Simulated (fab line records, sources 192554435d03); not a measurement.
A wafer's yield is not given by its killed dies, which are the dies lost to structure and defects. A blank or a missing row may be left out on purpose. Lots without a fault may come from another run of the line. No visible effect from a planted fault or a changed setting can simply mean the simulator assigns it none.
Struck lot and sound lot, side by side | flow n5-finfet | 14 out of 1938 route steps
Sound: wafers L451.1, L451.3, L451.6. Struck: wafers L444.2, L444.5. (L444.6 of the same lot was not struck and is left out.) The cause comes at the end.
Per side, at each step with rows, come the tool, then ch with its chambers, and then its first start. Under that, the readings that differ: sound wafers | struck wafers | difference of the means | sigmas: that difference in standard deviations of wafers without a fault.
alike: a reading whose means differ by less than 2 such deviations, as well as words and numbers matching on both sides. not compared: withheld readings; readings where some wafer has no value; bounds like >300 that might hide an equal value; numbers whose values overlap and for which the record gives no deviation.
A row with sigmas, a row that says differs or no value, or rows on one side alone: a step with any of these is where the two part. Numbers that don't overlap but have no deviation are shown without sigmas and don't part them. Lack of a reading on every wafer of one side parts them only where that side has two or more wafers.

first, 3 steps without rows for these wafers: N5_BEOL_M0_SPUTTER_132 (material Cu, target thk 4 nm, time 7.37 s); N5_BEOL_M0_ANNEAL_133 (time 60 s); N5_BEOL_M0_SPUTTER_134 (material Cu, target thk 4 nm, time 7.37 s).
N5_BEOL_M0_ANNEAL_135: time 60 s.
  sound: pvd-sputter-01 at day 12 04:32; struck: pvd-sputter-02 at day 9 23:24
  alike: heater-power-w, susceptor-temp-C
N5_BEOL_M0_SPUTTER_141: material Cu, target thk 4 nm, time 7.37 s.
  sound: pvd-sputter-01 at day 12 04:35; struck: pvd-sputter-02 at day 9 23:26
  alike: substrate-temp-c, susceptor-temp-C, throttle-valve-pct
then, 2 steps without rows for these wafers: N5_BEOL_M0_ECD_118 (material Cu, target thk 300 nm); N5_BEOL_M0_ANNEAL_119 (time 90 s).
N5_BEOL_M0_CMP_120: polishes, stops on SiOC, t overpolish 6.9 s.
  sound on cmp-02 ch 0,3, day 12 05:09; struck on cmp-04 ch 0,3, day 9 23:56
  reading                      | sound             | struck      | difference | sigmas
  retaining-ring-pressure-frac | 0.997 1.006 1.002 | 0.994 0.986 | -0.012     | -2
  alike: barrier-field-endpoint-s, motor-current-A, overpolish-run-s, slurry-filter-dp-kPa, time-to-endpoint-s
N5_BEOL_M0_PRE_CLEAN_131: time 15 s.
  sound on cvd-co-02 ch 0,1, day 12 05:29; struck on cvd-co-02 ch 0,1, day 10 00:16
  alike: heater-power-w
  not compared: susceptor-temp-C
N5_BEOL_M0_CO_CAP_123: material Co, precursor CCTBA/H2, target thk 2 nm, time 102.1 s.
  sound on cvd-co-02 ch 0,1, day 12 05:31; struck on cvd-co-02 ch 0,1, day 10 00:19
  alike: heater-power-w, susceptor-temp-C
then, 1 step without rows for these wafers: N5_BEOL_M0_PRE_CLEAN_124 (time 15 s).
N5_BEOL_M0_DEP_125: deposits SiCN from 3MS/NH3, target thk 8 nm, time 14 s.
  sound on pecvd-03 ch 1,2, day 12 05:38; struck on pecvd-03 ch 0,1, day 10 00:26
  reading                                   | sound     | struck | difference | sigmas
  model.SiCN_of_BEOL_M0_DEP_125.thk-nm (nm) | 7.6 7.8 8 | 9 9.2  | +1         |
  alike: showerhead-plenum-p-Torr, throttle-valve-pct
N5_BEOL_M0_RS_MEAS_126: measures by four-point-probe.
  sound: film-metro-02 at day 12 05:43; struck: film-metro-02 at day 10 00:31
  alike: M0_RS
N5_BEOL_M4_RC_MEAS_101:
  sound on prober-02 ch 0, day 14 00:18; struck on prober-02 ch 0, day 11 17:29
  alike: DIBL_N, DIBL_P, IOFF_N, IOFF_P, ION_N, ION_P, SS_N, SS_P, VT_N, VT_P

## WHERE THEY PART
Within this record, at N5_BEOL_M0_CMP_120 only. Later steps at which nothing parts them and some readings are alike: N5_BEOL_M0_PRE_CLEAN_131, N5_BEOL_M0_CO_CAP_123, N5_BEOL_M0_DEP_125, N5_BEOL_M0_RS_MEAS_126, N5_BEOL_M4_RC_MEAS_101.

WHY: the cause the simulator had injected
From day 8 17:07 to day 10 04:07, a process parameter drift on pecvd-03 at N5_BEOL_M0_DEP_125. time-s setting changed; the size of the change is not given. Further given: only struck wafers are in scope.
